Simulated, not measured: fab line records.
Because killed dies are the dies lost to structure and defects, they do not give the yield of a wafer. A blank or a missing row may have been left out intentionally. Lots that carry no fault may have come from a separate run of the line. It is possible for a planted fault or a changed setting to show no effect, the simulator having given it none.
The tool behind it: which one? / flow nand_harc / Sampling: 13 lots, 39 wafers, 4 of 1159 route steps

WHAT EACH GAUGE READ, for each wafer
NHARC_A_ONON_D1_THK_MEAS_27: measures by ellipsometry. Usual: thk_nm 1001 nm, standard deviation 9.
lot=L345; measured=day 7 23:56; on=film_metro-02; thk_nm (nm)=1004 1006 1004; flag=
lot=L348; measured=day 8 15:37; on=film_metro-02; thk_nm (nm)=998 998 999; flag=
lot=L346; measured=day 8 20:01; on=film_metro-02; thk_nm (nm)=1002 1002 1000; flag=
lot=L349; measured=day 8 23:28; on=film_metro-02; thk_nm (nm)=1012 1016 1014; flag=
lot=L351; measured=day 9 07:14; on=film_metro-02; thk_nm (nm)=995 995 994; flag=
lot=L350; measured=day 9 07:12; on=film_metro-01; thk_nm (nm)=993 991 992; flag=
lot=L353; measured=day 9 21:17; on=film_metro-01; thk_nm (nm)=1011 1011 1011; flag=
lot=L354; measured=day 10 09:33; on=film_metro-01; thk_nm (nm)=1009 1011 1007; flag=
lot=L358; measured=day 11 08:31; on=film_metro-01; thk_nm (nm)=1010 1008 1009; flag=
lot=L361; measured=day 11 22:31; on=film_metro-02; thk_nm (nm)=1526 1528 1526 1527 1529 1525; flag=OFF
lot=L363; measured=day 12 06:30; on=film_metro-01; thk_nm (nm)=1534 1537 1535 1534 1536 1535; flag=OFF
lot=L366; measured=day 13 06:38; on=film_metro-02; thk_nm (nm)=997 996 996; flag=
lot=L368; measured=day 13 21:53; on=film_metro-02; thk_nm (nm)=1005 1007 1004; flag=

NHARC_A_ONON_D1_THK_MEAS_34: measures by ellipsometry. Usual: thk_nm 199.9 nm, standard deviation 2.9.
lot=L345; measured=day 8 01:21; on=film_metro-02; thk_nm (nm)=200.0 202.1 199.3; flag=
lot=L348; measured=day 8 16:39; on=film_metro-01; thk_nm (nm)=194.8 202.3 198.8; flag=
lot=L346; measured=day 8 21:03; on=film_metro-02; thk_nm (nm)=195.0 197.2 200.1; flag=
lot=L349; measured=day 9 00:32; on=film_metro-01; thk_nm (nm)=197.0 198.1 200.5; flag=
lot=L351; measured=day 9 08:16; on=film_metro-01; thk_nm (nm)=197.0 200.3 192.6; flag=
lot=L350; measured=day 9 08:14; on=film_metro-01; thk_nm (nm)=197.1 200.3 202.7; flag=
lot=L353; measured=day 9 22:21; on=film_metro-02; thk_nm (nm)=197.3 200.0 204.0; flag=
lot=L354; measured=day 10 10:35; on=film_metro-02; thk_nm (nm)=199.6 201.3 201.7; flag=
lot=L358; measured=day 11 09:33; on=film_metro-02; thk_nm (nm)=199.7 201.7 202.0; flag=
lot=L366; measured=day 13 07:47; on=film_metro-01; thk_nm (nm)=196.0 200.3 198.2; flag=
lot=L368; measured=day 13 22:56; on=film_metro-02; thk_nm (nm)=194.7 200.8 196.9; flag=

WHAT TOOL EACH LOT RAN ON (gives the tool, then ch and the chambers of the sampled wafers, and finally the start)
lot=L345; NHARC_A_ONON_D1_DEP_25=pecvd_onon-04 ch 0, day 7 23:25; NHARC_A_ONON_D1_DEP_33=pecvd-04 ch 1,2, day 8 01:02
lot=L348; NHARC_A_ONON_D1_DEP_25=pecvd_onon-03 ch 0, day 8 15:13; NHARC_A_ONON_D1_DEP_33=pecvd-01 ch 0,1,2, day 8 16:19
lot=L346; NHARC_A_ONON_D1_DEP_25=pecvd_onon-03 ch 0, day 8 19:34; NHARC_A_ONON_D1_DEP_33=pecvd-04 ch 1,2, day 8 20:38
lot=L349; NHARC_A_ONON_D1_DEP_25=pecvd_onon-02 ch 0, day 8 23:04; NHARC_A_ONON_D1_DEP_33=pecvd-03 ch 1,2, day 9 00:07
lot=L351; NHARC_A_ONON_D1_DEP_25=pecvd_onon-02 ch 0, day 9 06:43; NHARC_A_ONON_D1_DEP_33=pecvd-01 ch 0,1,2, day 9 07:52
lot=L350; NHARC_A_ONON_D1_DEP_25=pecvd_onon-04 ch 0, day 9 06:45; NHARC_A_ONON_D1_DEP_33=pecvd-03 ch 0,2, day 9 07:50
lot=L353; NHARC_A_ONON_D1_DEP_25=pecvd_onon-04 ch 0, day 9 20:50; NHARC_A_ONON_D1_DEP_33=pecvd-03 ch 0,1, day 9 21:56
lot=L354; NHARC_A_ONON_D1_DEP_25=pecvd_onon-02 ch 0, day 10 09:05; NHARC_A_ONON_D1_DEP_33=pecvd-03 ch 0,2, day 10 10:16
lot=L358; NHARC_A_ONON_D1_DEP_25=pecvd_onon-03 ch 0, day 11 08:01; NHARC_A_ONON_D1_DEP_33=pecvd-03 ch 0,1,2, day 11 09:14
lot=L361; NHARC_A_ONON_D1_DEP_25=pecvd_onon-02 ch 0, day 11 21:59; NHARC_A_ONON_D1_DEP_33=-
lot=L363; NHARC_A_ONON_D1_DEP_25=pecvd_onon-02 ch 0, day 12 06:03; NHARC_A_ONON_D1_DEP_33=-
lot=L366; NHARC_A_ONON_D1_DEP_25=pecvd_onon-03 ch 0, day 13 06:11; NHARC_A_ONON_D1_DEP_33=pecvd-01 ch 0,1,2, day 13 07:28
lot=L368; NHARC_A_ONON_D1_DEP_25=pecvd_onon-03 ch 0, day 13 21:29; NHARC_A_ONON_D1_DEP_33=pecvd-01 ch 0,1, day 13 22:31
- NHARC_A_ONON_D1_DEP_25: target thk 1000 nm.
- NHARC_A_ONON_D1_DEP_33: deposits SiO2, target thk 200 nm.

AS READ BY THE TOOLS THEMSELVES (means over the sampled wafers that have a number; for cases with no such wafer, the mark the record gives instead)
NHARC_A_ONON_D1_DEP_33. Usual: heater_power_w 524 W, standard deviation 130; throttle_valve_pct 16.2 %, standard deviation 0.57.
lot=L345; tool=pecvd-04; heater_power_w (W)=497; throttle_valve_pct (%)=16.9; flag=
lot=L348; tool=pecvd-01; heater_power_w (W)=610; throttle_valve_pct (%)=16.3; flag=
lot=L346; tool=pecvd-04; heater_power_w (W)=559; throttle_valve_pct (%)=16.9; flag=
lot=L349; tool=pecvd-03; heater_power_w (W)=435; throttle_valve_pct (%)=15.8; flag=
lot=L351; tool=pecvd-01; heater_power_w (W)=638; throttle_valve_pct (%)=16.3; flag=
lot=L350; tool=pecvd-03; heater_power_w (W)=463; throttle_valve_pct (%)=16.2; flag=
lot=L353; tool=pecvd-03; heater_power_w (W)=506; throttle_valve_pct (%)=15.8; flag=
lot=L354; tool=pecvd-03; heater_power_w (W)=452; throttle_valve_pct (%)=16.0; flag=
lot=L358; tool=pecvd-03; heater_power_w (W)=493; throttle_valve_pct (%)=16.1; flag=
lot=L366; tool=pecvd-01; heater_power_w (W)=612; throttle_valve_pct (%)=16.4; flag=
lot=L368; tool=pecvd-01; heater_power_w (W)=614; throttle_valve_pct (%)=16.8; flag=

THE ANSWER, worked out from the rows above alone
Rule: a lot counts as off when the mean over its wafers that have a number is more than 3 standard deviations away from the usual mean. Also off: a lot with no number at a reading for which 4 or more lots have one. Any other lot the step has rows for is counted as sound. After the gauges, taken in route order, come the tools' own readings; for these a lot's mean is taken, as printed above. At the first step where some lot is off, the reading lying furthest off is the one used; lots without a number count as furthest.
Off: L361, L363, at NHARC_A_ONON_D1_THK_MEAS_27 (thk_nm).
A tool fits if, at a process step before that reading, it ran every lot that is off, and no sound lot after the first of them. Those tools and the gauges at NHARC_A_ONON_D1_THK_MEAS_27 are tried in the same way. One fits: pecvd_onon-02 at NHARC_A_ONON_D1_DEP_25. Its last sound lot is L354 (day 10 09:05), its first lot that is off L361 (day 11 21:59): a fault that began between those two fits.

WHAT THE SIMULATOR HAD INSERTED
pecvd_onon-02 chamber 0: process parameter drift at NHARC_A_ONON_D1_DEP_25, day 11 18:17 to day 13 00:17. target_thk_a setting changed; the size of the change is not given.
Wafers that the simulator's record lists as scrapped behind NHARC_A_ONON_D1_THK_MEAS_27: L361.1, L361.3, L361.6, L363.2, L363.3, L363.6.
Lots struck among those shown: L361, L363. Same finding as the rule above.
